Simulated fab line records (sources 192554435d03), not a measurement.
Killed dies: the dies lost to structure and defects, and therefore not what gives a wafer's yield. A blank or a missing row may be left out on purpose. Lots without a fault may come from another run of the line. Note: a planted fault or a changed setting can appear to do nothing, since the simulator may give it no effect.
Which tool is to blame? + flow n5_finfet + 23 lots with 69 wafers sampled at 6 steps, on a route of 1938 steps

== WHAT THE GAUGES READ, wafer by wafer ==
N5_SD_EPI_P_EPI_MEAS_23.
| lot  | measured    | on            | thk_nm (nm)    |
|------|-------------|---------------|----------------|
| L074 | day 3 09:34 | film_metro-01 | 58.6 62.3 61.8 |
| L075 | day 3 17:34 | film_metro-02 | 60.9 61.4 61.2 |
| L076 | day 3 22:14 | film_metro-02 | 59.6 60.6 58.7 |
| L078 | day 4 10:27 | film_metro-02 | 59.4 62.2 60.8 |
| L079 | day 4 16:21 | film_metro-02 | 60.3 62.2 60.4 |
| L080 | day 4 20:46 | film_metro-02 | 61.7 62.2 59.2 |
| L081 | day 5 05:00 | film_metro-01 | 62.2 61.8 61.3 |
| L082 | day 5 10:43 | film_metro-01 | 61.5 60.7 60.3 |
| L083 | day 5 17:11 | film_metro-02 | 63.5 62.5 60.7 |
| L084 | day 6 01:16 | film_metro-01 | 59.5 61.1 58.9 |
| L085 | day 6 04:50 | film_metro-02 | 60.3 61.8 60.6 |
| L086 | day 6 14:19 | film_metro-01 | 60.1 64.2 61.3 |
| L087 | day 6 16:58 | film_metro-01 | 61.4 59.7 59.4 |
| L088 | day 6 21:38 | film_metro-02 | 60.5 61.4 60.1 |
| L089 | day 7 03:39 | film_metro-02 | 62.3 59.9 60.3 |
| L090 | day 7 10:46 | film_metro-02 | 60.9 60.1 60.1 |
| L091 | day 7 16:59 | film_metro-01 | 58.9 59.4 62.1 |
| L092 | day 8 00:18 | film_metro-02 | 59.3 61.9 62.1 |
| L093 | day 8 03:57 | film_metro-02 | 59.4 61.2 62.1 |
| L094 | day 8 12:29 | film_metro-01 | 63.3 63.8 62.3 |
| L095 | day 8 16:32 | film_metro-02 | 62.3 63.3 61.7 |
| L096 | day 8 20:24 | film_metro-02 | 62.8 60.5 60.3 |
| L097 | day 9 05:45 | film_metro-02 | 59.3 62.0 60.3 |

== WHAT TOOL EACH LOT RAN ON (gives the tool, then ch and the chambers of the sampled wafers, and finally the start) ==
| lot  | N5_FIN_SAQP_ETCH_69               | N5_DUMMY_GATE_DESCUM_20           | N5_SD_EPI_N_DESCUM_14             | N5_SD_EPI_N_STRIP_38                | N5_SD_EPI_P_STRIP_40                |
|------|-----------------------------------|-----------------------------------|-----------------------------------|-------------------------------------|-------------------------------------|
| L074 | rie_diel-03 ch 1,3, day 2 01:48   | rie_diel-06 ch 2,3, day 2 23:01   | rie_diel-05 ch 0,1,3, day 3 01:15 | plasma_asher-02 ch 0,1, day 3 02:02 | plasma_asher-02 ch 0, day 3 06:49   |
| L075 | rie_diel-01 ch 0,1,2, day 2 07:51 | rie_diel-06 ch 1,2, day 3 06:13   | rie_diel-01 ch 2,3, day 3 08:49   | plasma_asher-01 ch 0,1, day 3 09:35 | plasma_asher-02 ch 0,1, day 3 14:08 |
| L076 | rie_diel-05 ch 0,2,3, day 2 14:38 | rie_diel-02 ch 1,2,3, day 3 10:55 | rie_diel-03 ch 0,1,3, day 3 13:29 | plasma_asher-01 ch 0,1, day 3 14:16 | plasma_asher-01 ch 0,1, day 3 19:32 |
| L078 | rie_diel-05 ch 0,2,3, day 3 00:46 | rie_diel-04 ch 0,1,2, day 3 21:32 | rie_diel-01 ch 0,3, day 4 01:32   | plasma_asher-01 ch 0, day 4 02:19   | plasma_asher-02 ch 0,1, day 4 06:54 |
| L079 | rie_diel-03 ch 1,2,3, day 3 06:53 | rie_diel-04 ch 0,1, day 4 03:28   | rie_diel-05 ch 3, day 4 06:52     | plasma_asher-02 ch 1, day 4 07:58   | plasma_asher-02 ch 0,1, day 4 12:48 |
| L080 | rie_diel-01 ch 0,2,3, day 3 12:46 | rie_diel-02 ch 2, day 4 09:54     | rie_diel-05 ch 0,1,3, day 4 12:44 | plasma_asher-02 ch 0,1, day 4 13:31 | plasma_asher-02 ch 0,1, day 4 18:00 |
| L081 | rie_diel-03 ch 0,3, day 3 18:58   | rie_diel-04 ch 1,2, day 4 15:41   | rie_diel-05 ch 0,2,3, day 4 19:37 | plasma_asher-01 ch 0,1, day 4 20:24 | plasma_asher-02 ch 0,1, day 5 02:17 |
| L082 | rie_diel-01 ch 0,2,3, day 4 02:11 | rie_diel-04 ch 1,2, day 4 23:47   | rie_diel-01 ch 0,2,3, day 5 02:45 | plasma_asher-01 ch 0,1, day 5 03:32 | plasma_asher-01 ch 0,1, day 5 08:00 |
| L083 | rie_diel-03 ch 0,3, day 4 09:12   | rie_diel-06 ch 0,2, day 5 06:09   | rie_diel-01 ch 0,2, day 5 08:25   | plasma_asher-02 ch 0,1, day 5 09:12 | plasma_asher-01 ch 0, day 5 14:28   |
| L084 | rie_diel-01 ch 0,2,3, day 4 12:50 | rie_diel-02 ch 0,1,2, day 5 13:05 | rie_diel-03 ch 1,2,3, day 5 15:40 | plasma_asher-01 ch 0,1, day 5 16:26 | plasma_asher-02 ch 0,1, day 5 21:43 |
| L085 | rie_diel-01 ch 1,2,3, day 4 19:55 | rie_diel-02 ch 2,3, day 5 17:47   | rie_diel-03 ch 1,2,3, day 5 19:56 | plasma_asher-01 ch 0,1, day 5 20:44 | plasma_asher-02 ch 0,1, day 6 02:08 |
| L086 | rie_diel-05 ch 0,2,3, day 5 02:35 | rie_diel-04 ch 2,3, day 6 00:43   | rie_diel-03 ch 0,2,3, day 6 03:09 | plasma_asher-02 ch 0,1, day 6 03:56 | plasma_asher-01 ch 0,1, day 6 09:36 |
| L087 | rie_diel-03 ch 0,1,3, day 5 08:19 | rie_diel-02 ch 0,1,2, day 6 05:40 | rie_diel-01 ch 2,3, day 6 08:04   | plasma_asher-02 ch 0,1, day 6 08:51 | plasma_asher-01 ch 0,1, day 6 13:25 |
| L088 | rie_diel-05 ch 2,3, day 5 12:32   | rie_diel-06 ch 1,2,3, day 6 09:32 | rie_diel-05 ch 0,1,2, day 6 12:19 | plasma_asher-02 ch 0,1, day 6 13:06 | plasma_asher-01 ch 0,1, day 6 18:05 |
| L089 | rie_diel-05 ch 0,2,3, day 5 19:10 | rie_diel-04 ch 2,3, day 6 16:04   | rie_diel-01 ch 0,2,3, day 6 18:30 | plasma_asher-02 ch 1, day 6 19:17   | plasma_asher-01 ch 0,1, day 7 00:06 |
| L090 | rie_diel-03 ch 0,1,3, day 6 01:29 | rie_diel-02 ch 1,3, day 6 22:11   | rie_diel-05 ch 1,3, day 7 01:11   | plasma_asher-01 ch 0,1, day 7 01:59 | plasma_asher-01 ch 0,1, day 7 07:12 |
| L091 | rie_diel-01 ch 1,2,3, day 6 07:16 | rie_diel-02 ch 0,1, day 7 05:08   | rie_diel-03 ch 1,2,3, day 7 07:26 | plasma_asher-01 ch 0,1, day 7 08:13 | plasma_asher-01 ch 0,1, day 7 13:26 |
| L092 | rie_diel-05 ch 0,2, day 6 14:13   | rie_diel-02 ch 0,1,2, day 7 12:26 | rie_diel-01 ch 0,2, day 7 14:41   | plasma_asher-01 ch 0,1, day 7 15:32 | plasma_asher-01 ch 0,1, day 7 20:45 |
| L093 | rie_diel-01 ch 0,2, day 6 20:26   | rie_diel-02 ch 0,1,2, day 7 17:14 | rie_diel-05 ch 0,2,3, day 7 19:22 | plasma_asher-02 ch 0,1, day 7 20:08 | plasma_asher-01 ch 0,1, day 8 01:14 |
| L094 | rie_diel-03 ch 0,3, day 7 03:47   | rie_diel-04 ch 0,2,3, day 8 00:26 | rie_diel-01 ch 0,2,3, day 8 02:49 | plasma_asher-02 ch 0,1, day 8 03:36 | plasma_asher-01 ch 0,1, day 8 08:55 |
| L095 | rie_diel-05 ch 1,3, day 7 07:32   | rie_diel-04 ch 1,2, day 8 04:28   | rie_diel-05 ch 0,1,2, day 8 06:53 | plasma_asher-01 ch 0,1, day 8 07:41 | plasma_asher-02 ch 0, day 8 13:42   |
| L096 | rie_diel-01 ch 1,3, day 7 12:44   | rie_diel-06 ch 0,2,3, day 8 09:06 | rie_diel-05 ch 0,2, day 8 12:25   | plasma_asher-01 ch 0,1, day 8 13:12 | plasma_asher-01 ch 0,1, day 8 17:41 |
| L097 | rie_diel-01 ch 0,2, day 7 18:41   | rie_diel-04 ch 1,2, day 8 16:56   | rie_diel-03 ch 1,2,3, day 8 21:45 | plasma_asher-02 ch 0,1, day 8 22:32 | plasma_asher-01 ch 1, day 9 03:02   |
- N5_FIN_SAQP_ETCH_69: etches SOC in N2/H2, stops on SiNx, target depth 150 nm.
- N5_DUMMY_GATE_DESCUM_20: chemistry O2, time 6.2 s.
- N5_SD_EPI_N_DESCUM_14: chemistry O2, time 7.9 s.
- N5_SD_EPI_N_STRIP_38: strips in N2/H2.
- N5_SD_EPI_P_STRIP_40: strips in N2/H2.

== AS READ BY THE TOOLS THEMSELVES (means over the sampled wafers that have a number; for cases with no such wafer, the mark the record gives instead) ==
N5_FIN_SAQP_ETCH_69.
| lot  | tool        | drypump_motor_current_A (A) | oes_product_au (a.u.) | rf_vpp_V (V) | showerhead_plenum_p_Torr (Torr) | throttle_valve_pct (%) |
|------|-------------|-----------------------------|-----------------------|--------------|---------------------------------|------------------------|
| L074 | rie_diel-03 | 6.0                         | 0.83                  | 242.4        | 2.64                            | 17.9                   |
| L075 | rie_diel-01 | 5.5                         | 0.79                  | 241.1        | 2.55                            | 17.8                   |
| L076 | rie_diel-05 | 5.8                         | 0.78                  | 242.2        | 2.63                            | 17.7                   |
| L078 | rie_diel-05 | 5.8                         | 0.78                  | 241.2        | 2.63                            | 17.7                   |
| L079 | rie_diel-03 | 6.1                         | 0.75                  | 241.5        | 2.56                            | 17.9                   |
| L080 | rie_diel-01 | 5.4                         | 0.85                  | 240.2        | 2.51                            | 17.8                   |
| L081 | rie_diel-03 | 5.6                         | 0.76                  | 240.0        | 2.51                            | 17.8                   |
| L082 | rie_diel-01 | 5.4                         | 0.83                  | 240.2        | 2.51                            | 17.8                   |
| L083 | rie_diel-03 | 5.6                         | 0.74                  | 241.0        | 2.51                            | 17.8                   |
| L084 | rie_diel-01 | 5.4                         | 0.83                  | 239.8        | 2.51                            | 17.8                   |
| L085 | rie_diel-01 | 5.5                         | 0.85                  | 240.5        | 2.54                            | 17.8                   |
| L086 | rie_diel-05 | 5.8                         | 0.76                  | 241.6        | 2.62                            | 17.8                   |
| L087 | rie_diel-03 | 6.0                         | 0.83                  | 240.4        | 2.53                            | 17.7                   |
| L088 | rie_diel-05 | 5.8                         | 0.73                  | 240.8        | 2.57                            | 18.0                   |
| L089 | rie_diel-05 | 5.8                         | 0.76                  | 240.6        | 2.62                            | 17.8                   |
| L090 | rie_diel-03 | 5.9                         | 0.82                  | 241.3        | 2.53                            | 17.8                   |
| L091 | rie_diel-01 | 5.5                         | 0.83                  | 241.5        | 2.54                            | 17.8                   |
| L092 | rie_diel-05 | 6.0                         | 0.73                  | 241.9        | 2.65                            | 17.8                   |
| L093 | rie_diel-01 | 5.3                         | 0.80                  | 240.4        | 2.50                            | 17.7                   |
| L094 | rie_diel-03 | 5.5                         | 0.73                  | 240.2        | 2.50                            | 17.8                   |
| L095 | rie_diel-05 | 5.5                         | 0.73                  | 240.2        | 2.52                            | 18.1                   |
| L096 | rie_diel-01 | 5.3                         | 0.86                  | 240.2        | 2.52                            | 17.6                   |
| L097 | rie_diel-01 | 5.3                         | 0.78                  | 240.3        | 2.49                            | 17.7                   |

N5_DUMMY_GATE_DESCUM_20.
| lot  | tool        | drypump_motor_current_A (A) | oes_product_au (a.u.) | rf_vpp_V (V) | showerhead_plenum_p_Torr (Torr) | throttle_valve_pct (%) |
|------|-------------|-----------------------------|-----------------------|--------------|---------------------------------|------------------------|
| L074 | rie_diel-06 | 5.9                         | 0.85                  | 244.4        | 2.22                            | 20.32                  |
| L075 | rie_diel-06 | 6.1                         | 0.91                  | 243.4        | 2.11                            | 20.10                  |
| L076 | rie_diel-02 | 6.0                         | 0.91                  | 244.1        | 2.18                            | 20.34                  |
| L078 | rie_diel-04 | 5.5                         | 0.76                  | 243.4        | 2.06                            | 20.40                  |
| L079 | rie_diel-04 | 5.6                         | 0.71                  | 242.2        | 2.07                            | 20.41                  |
| L080 | rie_diel-02 | 6.5                         | 0.85                  | 242.3        | 2.04                            | 20.82                  |
| L081 | rie_diel-04 | 5.5                         | 0.78                  | 242.6        | 2.06                            | 20.34                  |
| L082 | rie_diel-04 | 5.4                         | 0.77                  | 243.7        | 2.06                            | 20.35                  |
| L083 | rie_diel-06 | 5.9                         | 0.81                  | 244.2        | 2.16                            | 20.46                  |
| L084 | rie_diel-02 | 5.7                         | 0.85                  | 244.8        | 2.17                            | 20.63                  |
| L085 | rie_diel-02 | 6.1                         | 0.85                  | 244.0        | 2.17                            | 20.26                  |
| L086 | rie_diel-04 | 5.8                         | 0.91                  | 243.1        | 2.10                            | 20.46                  |
| L087 | rie_diel-02 | 5.7                         | 0.84                  | 243.5        | 2.17                            | 20.64                  |
| L088 | rie_diel-06 | 5.9                         | 0.83                  | 244.0        | 2.16                            | 20.23                  |
| L089 | rie_diel-04 | 5.8                         | 0.89                  | 242.9        | 2.10                            | 20.48                  |
| L090 | rie_diel-02 | 5.7                         | 0.89                  | 245.0        | 2.24                            | 20.19                  |
| L091 | rie_diel-02 | 5.3                         | 0.81                  | 245.1        | 2.22                            | 20.63                  |
| L092 | rie_diel-02 | 5.7                         | 0.82                  | 243.5        | 2.17                            | 20.65                  |
| L093 | rie_diel-02 | 5.7                         | 0.83                  | 243.9        | 2.17                            | 20.65                  |
| L094 | rie_diel-04 | 5.7                         | 0.89                  | 242.4        | 2.07                            | 20.37                  |
| L095 | rie_diel-04 | 5.4                         | 0.75                  | 242.8        | 2.05                            | 20.37                  |
| L096 | rie_diel-06 | 5.8                         | 0.77                  | 243.8        | 2.14                            | 20.48                  |
| L097 | rie_diel-04 | 5.4                         | 0.78                  | 241.4        | 2.03                            | 20.43                  |

N5_SD_EPI_N_DESCUM_14.
| lot  | tool        | drypump_motor_current_A (A) | oes_product_au (a.u.) | rf_vpp_V (V) | showerhead_plenum_p_Torr (Torr) | throttle_valve_pct (%) |
|------|-------------|-----------------------------|-----------------------|--------------|---------------------------------|------------------------|
| L074 | rie_diel-05 | 5.5                         | 0.81                  | 243.9        | 2.14                            | 20.36                  |
| L075 | rie_diel-01 | 5.6                         | 0.81                  | 242.4        | 2.07                            | 20.64                  |
| L076 | rie_diel-03 | 5.9                         | 0.77                  | 243.2        | 2.09                            | 20.45                  |
| L078 | rie_diel-01 | 5.1                         | 0.91                  | 242.9        | 2.07                            | 20.26                  |
| L079 | rie_diel-05 | 5.6                         | 0.75                  | 243.3        | 2.09                            | 20.44                  |
| L080 | rie_diel-05 | 5.5                         | 0.80                  | 244.2        | 2.13                            | 20.39                  |
| L081 | rie_diel-05 | 5.8                         | 0.77                  | 244.3        | 2.15                            | 20.31                  |
| L082 | rie_diel-01 | 5.4                         | 0.84                  | 243.7        | 2.07                            | 20.48                  |
| L083 | rie_diel-01 | 5.3                         | 0.83                  | 242.4        | 2.07                            | 20.37                  |
| L084 | rie_diel-03 | 6.1                         | 0.93                  | 244.0        | 2.11                            | 20.38                  |
| L085 | rie_diel-03 | 6.1                         | 0.92                  | 243.4        | 2.11                            | 20.37                  |
| L086 | rie_diel-03 | 5.7                         | 0.82                  | 243.7        | 2.08                            | 20.37                  |
| L087 | rie_diel-01 | 5.4                         | 0.84                  | 242.4        | 2.06                            | 20.60                  |
| L088 | rie_diel-05 | 5.7                         | 0.76                  | 243.8        | 2.14                            | 20.40                  |
| L089 | rie_diel-01 | 5.4                         | 0.82                  | 243.2        | 2.06                            | 20.50                  |
| L090 | rie_diel-05 | 5.5                         | 0.74                  | 243.0        | 2.07                            | 20.63                  |
| L091 | rie_diel-03 | 6.1                         | 0.90                  | 243.2        | 2.11                            | 20.40                  |
| L092 | rie_diel-01 | 5.3                         | 0.80                  | 242.3        | 2.06                            | 20.41                  |
| L093 | rie_diel-05 | 5.8                         | 0.75                  | 244.6        | 2.14                            | 20.35                  |
| L094 | rie_diel-01 | 5.4                         | 0.80                  | 242.2        | 2.06                            | 20.51                  |
| L095 | rie_diel-05 | 5.7                         | 0.75                  | 243.8        | 2.14                            | 20.43                  |
| L096 | rie_diel-05 | 5.7                         | 0.78                  | 244.9        | 2.19                            | 20.23                  |
| L097 | rie_diel-03 | 6.1                         | 0.87                  | 243.9        | 2.10                            | 20.41                  |

N5_SD_EPI_N_STRIP_38.
| lot  | tool            | drypump_motor_current_A (A) | heater_power_w (W) | oes_product_au (a.u.) |
|------|-----------------|-----------------------------|--------------------|-----------------------|
| L074 | plasma_asher-02 | 5.82                        | 366                | 0.769                 |
| L075 | plasma_asher-01 | 5.48                        | 383                | 0.758                 |
| L076 | plasma_asher-01 | 5.30                        | 395                | 0.772                 |
| L078 | plasma_asher-01 | 5.67                        | 367                | 0.755                 |
| L079 | plasma_asher-02 | 5.70                        | 352                | 0.755                 |
| L080 | plasma_asher-02 | 5.79                        | 373                | 0.775                 |
| L081 | plasma_asher-01 | 5.47                        | 382                | 0.762                 |
| L082 | plasma_asher-01 | 5.46                        | 377                | 0.760                 |
| L083 | plasma_asher-02 | 5.82                        | 362                | 0.766                 |
| L084 | plasma_asher-01 | 5.31                        | 394                | 0.763                 |
| L085 | plasma_asher-01 | 5.30                        | 397                | 0.768                 |
| L086 | plasma_asher-02 | 5.77                        | 356                | 0.757                 |
| L087 | plasma_asher-02 | 5.78                        | 360                | 0.755                 |
| L088 | plasma_asher-02 | 5.76                        | 357                | 0.766                 |
| L089 | plasma_asher-02 | 5.72                        | 346                | 0.767                 |
| L090 | plasma_asher-01 | 5.49                        | 379                | 0.762                 |
| L091 | plasma_asher-01 | 5.29                        | 396                | 0.770                 |
| L092 | plasma_asher-01 | 5.46                        | 382                | 0.769                 |
| L093 | plasma_asher-02 | 5.83                        | 371                | 0.766                 |
| L094 | plasma_asher-02 | 5.76                        | 358                | 0.772                 |
| L095 | plasma_asher-01 | 5.29                        | 389                | 0.760                 |
| L096 | plasma_asher-01 | 5.26                        | 398                | 0.753                 |
| L097 | plasma_asher-02 | 5.82                        | 370                | 0.751                 |

N5_SD_EPI_P_STRIP_40.
| lot  | tool            | drypump_motor_current_A (A) | heater_power_w (W) | oes_product_au (a.u.) |
|------|-----------------|-----------------------------|--------------------|-----------------------|
| L074 | plasma_asher-02 | 5.8                         | 386                | 0.757                 |
| L075 | plasma_asher-02 | 5.8                         | 376                | 0.750                 |
| L076 | plasma_asher-01 | 5.5                         | 377                | 0.766                 |
| L078 | plasma_asher-02 | 5.8                         | 367                | 0.771                 |
| L079 | plasma_asher-02 | 5.8                         | 369                | 0.773                 |
| L080 | plasma_asher-02 | 5.8                         | 356                | 0.757                 |
| L081 | plasma_asher-02 | 5.8                         | 361                | 0.758                 |
| L082 | plasma_asher-01 | 5.5                         | 382                | 0.762                 |
| L083 | plasma_asher-01 | 5.7                         | 364                | 0.749                 |
| L084 | plasma_asher-02 | 5.8                         | 371                | 0.771                 |
| L085 | plasma_asher-02 | 5.8                         | 373                | 0.759                 |
| L086 | plasma_asher-01 | 5.3                         | 390                | 0.755                 |
| L087 | plasma_asher-01 | 5.4                         | 380                | 0.766                 |
| L088 | plasma_asher-01 | 5.3                         | 394                | 0.757                 |
| L089 | plasma_asher-01 | 5.4                         | 379                | 0.755                 |
| L090 | plasma_asher-01 | 5.3                         | 393                | 0.760                 |
| L091 | plasma_asher-01 | 5.3                         | 385                | 0.771                 |
| L092 | plasma_asher-01 | 5.4                         | 380                | 0.763                 |
| L093 | plasma_asher-01 | 5.2                         | 393                | 0.765                 |
| L094 | plasma_asher-01 | 5.3                         | 391                | 0.756                 |
| L095 | plasma_asher-02 | 5.9                         | 385                | 0.765                 |
| L096 | plasma_asher-01 | 5.5                         | 383                | 0.761                 |
| L097 | plasma_asher-01 | 5.1                         | 408                | 0.765                 |

== THE ANSWER, worked out from the rows above alone ==
Rule: usual is defined by the lots themselves. The widest of any qualifying gaps counts: lots, ordered by their means at a reading, are off when they make up no more than a third of the lots, leave a main group of 4 or more, and stand apart from it by 3 or more times the standard deviation of that group's means. If all means in a main group match to the digits the tables above print for the reading, that group is not used. Also off: a lot with no number at a reading for which 4 or more lots have one. The other lots that the step has rows for count as sound. First the gauges in route order, then the tools' own readings, where a lot's mean is used as printed above. At the first step where some lot is off, the reading lying furthest off is the one used; lots without a number count as furthest.
No lot is off on any of the readings shown, so nothing can be concluded from this.

== WHAT THE SIMULATOR HAD PUT IN ==
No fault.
